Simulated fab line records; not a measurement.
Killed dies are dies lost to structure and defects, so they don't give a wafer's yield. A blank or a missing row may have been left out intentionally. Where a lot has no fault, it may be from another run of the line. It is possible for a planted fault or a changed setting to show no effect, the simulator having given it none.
Matching of chambers + flow n5_finfet + N5_BEOL_M8_CMP_52 on cmp-01: 4 sister chambers
The step polishes, stops on SiCOH lowk, t overpolish 6.9 s, target thk 80 nm. 8 wafers are shown with their chamber, then 7 later ones without.

## WAFERS, EACH WITH ITS CHAMBER
| wafer  | chamber | motor_current_A (A) | time_to_endpoint_s (s) |
|--------|---------|---------------------|------------------------|
| L079.4 | 3       | 5.1                 | 56                     |
| L079.5 | 0       | 6.3                 | 61                     |
| L080.4 | 0       | 6.6                 | 61                     |
| L080.5 | 1       | 4.9                 | 58                     |
| L087.2 | 1       | 4.8                 | 56                     |
| L087.6 | 2       | 6.1                 | 63                     |
| L090.2 | 2       | 6.1                 | 61                     |
| L090.3 | 3       | 4.6                 | 54                     |

## WAFERS WITHOUT THEIR CHAMBER
| wafer  | motor_current_A (A) | time_to_endpoint_s (s) |
|--------|---------------------|------------------------|
| L090.5 | 6.1                 | 59                     |
| L089.1 | 6.4                 | 62                     |
| L089.3 | 4.5                 | 60                     |
| L089.6 | 4.7                 | 59                     |
| L091.3 | 5.0                 | 59                     |
| L091.4 | 4.9                 | 57                     |
| L091.6 | 6.5                 | 64                     |

## EACH ONE'S CHAMBER
| wafer  | from the rows above     | in truth |
|--------|-------------------------|----------|
| L090.5 | can't be placed: 0 or 2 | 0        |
| L089.1 | can't be placed: 0 or 2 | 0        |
| L089.3 | can't be placed: 1 or 3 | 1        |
| L089.6 | can't be placed: 1 or 3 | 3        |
| L091.3 | can't be placed: 1 or 3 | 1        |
| L091.4 | can't be placed: 1 or 3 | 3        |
| L091.6 | can't be placed: 0 or 2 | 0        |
Placed correctly: 0 of 7. Unplaceable from these rows: 7, with the true chamber sitting among the candidates in 7. Placed wrongly: 0.
How it was worked out, from the rows above alone: a wafer's distance from a chamber is the root of the sum, over the readings, of the square of ((its reading less the chamber's mean) divided by the reading's scatter). The wafer belongs to the nearest chamber; if the next one is less than 2 further off, it can't be placed. Each chamber's mean is taken over the wafers shown for it. The scatter is the square root of a quotient: the sum, over the shown wafers, of each reading's squared deviation from its chamber's mean, divided by wafers minus chambers.
